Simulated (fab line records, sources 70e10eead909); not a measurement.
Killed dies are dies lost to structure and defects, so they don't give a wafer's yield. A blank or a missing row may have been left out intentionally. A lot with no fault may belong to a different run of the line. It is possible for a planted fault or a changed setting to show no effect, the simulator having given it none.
Which of the tools did it? ; flow nandHarc ; Sampling: 13 lots, 35 wafers, 5 of 1302 route steps

WHAT THE GAUGES READ, wafer by wafer
NHARC_P_GATE_INSPECT_28. Usual: rawDefectCount at 6, with a standard deviation of 3.1.
lot;measured;on;rawDefectCount;flag
L592;day 5 11:21;defectInspect-01;4 4 4;
L593;day 5 16:32;defectInspect-01;11 9 2;
L594;day 6 02:30;defectInspect-01;7 5 5;
L598;day 9 05:30;defectInspect-02;8 7 6;
L601;day 9 07:22;defectInspect-01;6 9 5;
L603;day 9 19:28;defectInspect-02;5 7;
L605;day 10 21:49;defectInspect-01;7 2 3;
L604;day 10 22:41;defectInspect-01;11 6;
L606;day 11 02:53;defectInspect-02;2;
L609;day 12 17:17;defectInspect-01;9 2 13;
L612;day 14 02:02;defectInspect-01;7 5 4;
L613;day 14 08:37;defectInspect-02;3 5 13;
L614;day 14 13:07;defectInspect-01;5 6 9;

NHARC_P_GATE_CD_MEAS_33. Usual: cdNm at 119.7 nm, with a standard deviation of 2.3.
lot;measured;on;cdNm (nm);flag
L592;day 5 12:12;cdSem-03;118.2 120.1 118.6;
L593;day 5 17:23;cdSem-02;120.1 124.4 120.2;
L594;day 6 03:24;cdSem-02;117.4 120.8 120.1;
L598;day 9 06:22;cdSem-03;118.8 118.4 116.3;
L601;day 9 08:13;cdSem-02;117.0 118.4 117.2;
L603;day 9 20:20;cdSem-02;120.7 118.9;
L605;day 10 22:41;cdSem-03;119.7 121.1 121.4;
L604;day 10 23:33;cdSem-03;118.9 118.9;
L606;day 11 03:45;cdSem-03;119.6;
L609;day 12 18:08;cdSem-02;120.0 122.1 119.7;
L612;day 14 02:59;cdSem-01;121.1 119.1 118.6;
L613;day 14 09:29;cdSem-03;121.2 122.8 124.0;
L614;day 14 14:07;cdSem-02;119.2 119.1 121.3;

NHARC_END_SORT_01. Usual: killedAtArray 54, standard deviation 18; killedAtOther 0.9, standard deviation 1.2; killedAtPeriphery 4.4, standard deviation 2.9; killedDies 59, standard deviation 18; killedOpen 3.2, standard deviation 1.8; killedShort 2.6, standard deviation 1.8.
lot;measured;on;killedAtArray;killedAtOther;killedAtPeriphery;killedDies;killedOpen;killedShort;flag
L601;day 29 14:12;prober-01;54 69 44;1 0 0;4 7 3;59 76 47;1 4 3;3 3 1;
L605;day 31 09:53;prober-01;76 65 83;1 0 0;0 2 0;77 67 83;4 4 3;1 1 2;
L613;day 34 01:23;prober-02;88 95 94;1 0 0;8 4 1;97 99 95;1 1 2;6 1 1;

WHICH TOOL RAN EACH LOT (tool, then ch and the chambers of the sampled wafers, then the start)
lot;NHARC_P_GATE_HM_DEP_102;NHARC_P_GATE_ETCHBACK_37
L592;aclDep-01 ch 0, day 5 10:01;rieDiel-11 ch 0,2,3, day 5 22:11
L593;aclDep-01 ch 0, day 5 15:10;rieDiel-09 ch 0,3, day 6 03:24
L594;aclDep-01 ch 0, day 6 01:02;rieDiel-11 ch 1,2,3, day 6 13:22
L598;aclDep-02 ch 0, day 9 04:01;rieDiel-09 ch 2,3, day 9 16:10
L601;aclDep-03 ch 0, day 9 06:07;rieDiel-11 ch 0,3, day 9 23:37
L603;aclDep-02 ch 0, day 9 18:06;rieDiel-11 ch 0,2, day 10 11:23
L605;aclDep-01 ch 0, day 10 20:33;rieDiel-09 ch 0,1,3, day 11 10:44
L604;aclDep-01 ch 0, day 10 20:59;rieDiel-11 ch 2,3, day 11 09:26
L606;aclDep-02 ch 0, day 11 01:50;rieDiel-11 ch 2, day 11 13:44
L609;aclDep-02 ch 0, day 12 15:50;rieDiel-05 ch 0,1,3, day 13 04:04
L612;aclDep-03 ch 0, day 14 00:35;rieDiel-05 ch 0,2,3, day 14 13:02
L613;aclDep-03 ch 0, day 14 07:29;rieDiel-11 ch 1,2,3, day 14 19:28
L614;aclDep-03 ch 0, day 14 11:44;rieDiel-05 ch 1,3, day 15 00:05
- NHARC_P_GATE_HM_DEP_102: deposits aC, target thk 120 nm.
- NHARC_P_GATE_ETCHBACK_37: etches the open film in CHF3/O2, target depth 34.5 nm, time 17.2 s.

WHAT THE TOOLS THEMSELVES READ (means of the sampled wafers that have a number; where no wafer has one, the mark that the record gives instead)
NHARC_P_GATE_HM_DEP_102. Usual: throttleValvePct at 35.001 %, with a standard deviation of 0.0087.
lot;tool;throttleValvePct (%);flag
L592;aclDep-01;34.997;
L593;aclDep-01;34.997;
L594;aclDep-01;35.008;
L598;aclDep-02;34.997;
L601;aclDep-03;34.998;
L603;aclDep-02;35.007;
L605;aclDep-01;35.004;
L604;aclDep-01;34.997;
L606;aclDep-02;34.996;
L609;aclDep-02;35.000;
L612;aclDep-03;34.994;
L613;aclDep-03;34.996;
L614;aclDep-03;35.007;

NHARC_P_GATE_ETCHBACK_37. Usual: drypumpMotorCurrentA 5.8 A, standard deviation 0.44; oesProductAu 0.939 a.u., standard deviation 0.029; rfVppV 370.5 V, standard deviation 2.2; runLengthS 38.5 s, standard deviation 0.35; showerheadPlenumPTorr 2.39 Torr, standard deviation 0.092; throttleValvePct 20.572 %, standard deviation 0.0089.
lot;tool;drypumpMotorCurrentA (A);oesProductAu (a.u.);rfVppV (V);runLengthS (s);showerheadPlenumPTorr (Torr);throttleValvePct (%);flag
L592;rieDiel-11;5.8;0.924;370.9;38.3;2.45;20.577;
L593;rieDiel-09;6.4;0.929;368.6;38.9;2.33;20.569;
L594;rieDiel-11;5.8;0.935;370.6;38.3;2.37;20.574;
L598;rieDiel-09;6.4;0.925;371.4;38.8;2.40;20.577;
L601;rieDiel-11;6.0;0.918;372.6;38.8;2.49;20.575;
L603;rieDiel-11;5.6;0.919;370.9;38.7;2.42;20.572;
L605;rieDiel-09;6.0;0.920;369.3;38.6;2.32;20.574;
L604;rieDiel-11;5.8;0.933;371.9;39.2;2.44;20.574;
L606;rieDiel-11;5.4;0.918;370.7;38.7;2.36;20.589;
L609;rieDiel-05;5.9;0.926;369.9;38.3;2.39;20.569;
L612;rieDiel-05;5.7;0.998;370.6;38.6;2.36;20.570;
L613;rieDiel-11;5.7;0.916;370.4;38.3;2.37;20.568;
L614;rieDiel-05;5.9;0.938;369.6;38.4;2.32;20.572;

THE ANSWER, worked out from the rows above alone
Rule: a lot is off if the mean of its wafers that have a number lies more than 3 standard deviations from the usual mean. A lot without any number at a reading at which 4 lots or more have one is off too. The other lots that the step has rows for count as sound. First the gauges in route order, then the tools' own readings, where a lot's mean is used as printed above. The first step at which some lot is off is used, and at that step the reading that is off furthest; a lot without a number counts as furthest.
None of the lots is off at any reading shown; this tells nothing.

WHAT THE SIMULATOR HAD INSERTED
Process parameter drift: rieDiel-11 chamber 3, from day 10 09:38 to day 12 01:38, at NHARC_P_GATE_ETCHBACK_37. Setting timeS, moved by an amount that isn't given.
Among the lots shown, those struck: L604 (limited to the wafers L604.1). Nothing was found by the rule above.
